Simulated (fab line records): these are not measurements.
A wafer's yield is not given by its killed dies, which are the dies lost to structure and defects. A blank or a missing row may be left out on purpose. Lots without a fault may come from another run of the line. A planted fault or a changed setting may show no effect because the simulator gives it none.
What tool caused it? -- flow nand_harc -- Sampling: 13 lots, 39 wafers, 5 of 1159 route steps

WHAT THE GAUGES SHOWED, per wafer
NHARC_A_SOURCE_PLATE_THK_MEAS_09: measures by ellipsometry. Usual: thk_nm 9.7 nm, standard deviation 0.97.
lot,measured,on,thk_nm (nm),flag
L943,day 7 07:58,film_metro-02,9.3 10.7 8.9,
L942,day 7 07:58,film_metro-01,10.3 9.1 8.6,
L945,day 7 07:59,film_metro-02,10.0 8.5 8.5,
L951,day 9 05:38,film_metro-01,11.8 9.4 9.8,
L954,day 10 03:08,film_metro-02,8.8 8.6 8.4,
L953,day 10 03:08,film_metro-01,10.8 12.8 8.8,
L957,day 10 03:08,film_metro-01,9.4 8.6 8.8,
L955,day 10 07:35,film_metro-01,10.4 8.9 9.1,
L956,day 10 14:55,film_metro-01,9.9 11.4 9.4,
L958,day 11 03:41,film_metro-02,8.6 11.0 7.7,
L959,day 11 03:40,film_metro-01,12.0 10.4 8.5,
L960,day 11 10:27,film_metro-01,8.7 9.9 10.5,
L962,day 11 14:52,film_metro-01,11.0 8.2 10.2,

NHARC_END_SORT_01. Usual: killed_at_array 25, standard deviation 9.2; killed_at_other 0.9, standard deviation 1.3; killed_at_periphery 3.3, standard deviation 2.3; killed_dies 29, standard deviation 9.6; killed_open 3.2, standard deviation 1.8; killed_short 2, standard deviation 1.4.
lot,measured,on,killed_at_array,killed_at_other,killed_at_periphery,killed_dies,killed_open,killed_short,flag
L954,day 22 17:40,prober-02,31 27 34,0 0 0,4 3 4,35 30 38,2 2 3,3 1 2,
L953,day 22 08:16,prober-02,31 44 35,0 0 0,4 5 10,35 49 45,3 3 1,3 2 3,

WHICH TOOL RAN EACH LOT (tool, then ch and the chambers of the sampled wafers, then the start)
lot,NHARC_P_BONDPAD_STRIP_15,NHARC_A_ONON_D1_DEP_06,NHARC_A_CHANNEL_HOLE_D1_DEP_01
L943,"rie_diel-10 ch 0,2,3, day 6 18:08","pecvd_onon-04 ch 0, day 7 23:42","pecvd-02 ch 0,1,2, day 8 16:43"
L942,"rie_diel-10 ch 0,1,2, day 6 18:47","pecvd_onon-03 ch 0, day 7 23:40","pecvd-02 ch 0,1,2, day 8 15:25"
L945,"rie_diel-02 ch 0,2, day 6 21:58","pecvd_onon-01 ch 0, day 7 23:44","pecvd-03 ch 0,2, day 8 16:55"
L951,"rie_diel-13 ch 1,2,3, day 8 16:28","pecvd_onon-04 ch 0, day 9 20:08","pecvd-01 ch 0,1,2, day 10 10:35"
L954,"rie_diel-10 ch 0,1, day 9 12:11","pecvd_onon-03 ch 0, day 10 19:25","pecvd-01 ch 0,1,2, day 11 12:07"
L953,"rie_diel-10 ch 0,1,2, day 9 13:28","pecvd_onon-04 ch 0, day 10 19:26","pecvd-02 ch 0,1,2, day 11 10:50"
L957,"rie_diel-10 ch 1,2, day 9 15:11","pecvd_onon-01 ch 0, day 10 19:24","pecvd-03 ch 0,1,2, day 11 10:57"
L955,"rie_diel-10 ch 0,1, day 9 18:37","pecvd_onon-03 ch 0, day 10 19:50","pecvd-02 ch 0,1,2, day 11 12:47"
L956,"rie_diel-10 ch 0,2,3, day 10 00:41","pecvd_onon-03 ch 0, day 11 07:24","pecvd-02 ch 0,2, day 11 23:35"
L958,"rie_diel-10 ch 1,2,3, day 10 15:25","pecvd_onon-03 ch 0, day 11 18:38","pecvd-01 ch 0,1,2, day 12 11:59"
L959,"rie_diel-10 ch 1,2,3, day 10 15:56","pecvd_onon-01 ch 0, day 11 18:37","pecvd-02 ch 1,2, day 12 11:47"
L960,"rie_diel-10 ch 1,2,3, day 10 22:05","pecvd_onon-03 ch 0, day 12 03:22","pecvd-01 ch 0,1, day 12 19:52"
L962,"rie_diel-02 ch 0,1,3, day 11 04:07","pecvd_onon-01 ch 0, day 12 03:24","pecvd-02 ch 0,1,2, day 12 19:52"
- NHARC_P_BONDPAD_STRIP_15: strips in O2.
- NHARC_A_ONON_D1_DEP_06: target thk 1000 nm.
- NHARC_A_CHANNEL_HOLE_D1_DEP_01: deposits SiON, target thk 140 nm.

WHAT THE TOOLS THEMSELVES READ (means of the sampled wafers that have a number; where no wafer has one, the mark that the record gives instead)
NHARC_P_BONDPAD_STRIP_15. Usual: drypump_motor_current_A 5.5 A, standard deviation 0.34; mfc_ar_sccm 0.013 sccm, standard deviation 0.015; oes_product_au 1.000 a.u., standard deviation 0.0099; rf_vpp_V 57.7 V, standard deviation 0.98; showerhead_plenum_p_Torr 3.47 Torr, standard deviation 0.13; throttle_valve_pct 17.037 %, standard deviation 0.0086.
lot,tool,drypump_motor_current_A (A),mfc_ar_sccm (sccm),oes_product_au (a.u.),rf_vpp_V (V),showerhead_plenum_p_Torr (Torr),throttle_valve_pct (%),flag
L943,rie_diel-10,5.6,0.019,1.005,57.8,3.50,17.038,
L942,rie_diel-10,5.4,0.013,1.010,57.8,3.50,17.035,
L945,rie_diel-02,5.4,0.021,0.993,57.5,3.52,17.040,
L951,rie_diel-13,5.7,0.009,0.989,57.8,3.43,17.039,
L954,rie_diel-10,5.3,0.013,1.008,58.3,3.41,17.029,
L953,rie_diel-10,5.4,0.013,0.999,58.2,3.50,17.040,
L957,rie_diel-10,5.1,0.000,1.002,57.7,3.44,17.035,
L955,rie_diel-10,5.3,0.013,1.003,57.9,3.41,17.038,
L956,rie_diel-10,5.6,0.019,0.991,58.2,3.49,17.032,
L958,rie_diel-10,5.4,0.006,1.006,56.8,3.44,17.034,
L959,rie_diel-10,5.4,0.006,0.995,57.7,3.44,17.031,
L960,rie_diel-10,5.3,0.006,0.993,56.9,3.44,17.039,
L962,rie_diel-02,6.0,0.014,0.988,58.2,3.49,17.036,

NHARC_A_ONON_D1_DEP_06. Usual: n2o_flow_sccm 1999 sccm, standard deviation 5.8; nh3_flow_sccm 499.9 sccm, standard deviation 1.5.
lot,tool,n2o_flow_sccm (sccm),nh3_flow_sccm (sccm),flag
L943,pecvd_onon-04,2005,498.6,
L942,pecvd_onon-03,1999,502.0,
L945,pecvd_onon-01,2001,501.7,
L951,pecvd_onon-04,2393,499.8,OFF
L954,pecvd_onon-03,2000,498.4,
L953,pecvd_onon-04,2399,500.3,OFF
L957,pecvd_onon-01,1998,499.7,
L955,pecvd_onon-03,1997,500.9,
L956,pecvd_onon-03,1996,499.3,
L958,pecvd_onon-03,2011,499.5,
L959,pecvd_onon-01,1989,500.9,
L960,pecvd_onon-03,1994,499.5,
L962,pecvd_onon-01,2000,499.4,

NHARC_A_CHANNEL_HOLE_D1_DEP_01. Usual: heater_power_w 816 W, standard deviation 76; showerhead_vpp_V 1119 V, standard deviation 56.
lot,tool,heater_power_w (W),showerhead_vpp_V (V),flag
L943,pecvd-02,842,1094,
L942,pecvd-02,848,1116,
L945,pecvd-03,828,1181,
L951,pecvd-01,800,1125,
L954,pecvd-01,810,1125,
L953,pecvd-02,792,1118,
L957,pecvd-03,777,1161,
L955,pecvd-02,849,1107,
L956,pecvd-02,865,1075,
L958,pecvd-01,790,1110,
L959,pecvd-02,737,1161,
L960,pecvd-01,839,1144,
L962,pecvd-02,824,1096,

THE ANSWER, worked out from the rows above alone
Rule: a lot counts as off when the mean over its wafers that have a number is more than 3 standard deviations away from the usual mean. Also off: a lot with no number at a reading for which 4 or more lots have one. All remaining lots with rows at the step are treated as sound. The gauges are gone through in route order, then the tools' own readings, and for those a lot's mean is taken as printed above. At the first step where some lot is off, the reading lying furthest off is the one used; lots without a number count as furthest.
Off: L951, L953, at NHARC_A_ONON_D1_DEP_06 (n2o_flow_sccm).
A tool fits if, at that step or a process step before it, it ran every lot that is off, and no sound lot after the first of them. One fits: NHARC_A_ONON_D1_DEP_06 on pecvd_onon-04. Its last sound lot is L943 (day 7 23:42), its first lot that is off L951 (day 9 20:08): a fault that began between those two fits.
The tool's own readings at NHARC_A_ONON_D1_DEP_06 bear it out: on the lots that are off they differ by more than 5 times the standard deviation of the sound lots' means. n2o_flow_sccm reads 2396 sccm there against 1999 sccm on the sound lots.

WHAT THE SIMULATOR PUT IN
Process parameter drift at NHARC_A_ONON_D1_DEP_06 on pecvd_onon-04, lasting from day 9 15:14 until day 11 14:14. From 2000, the setting n2o_flow_sccm moved by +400. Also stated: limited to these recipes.
Lots struck among those shown: L951, L953. The same result came from the rule above.
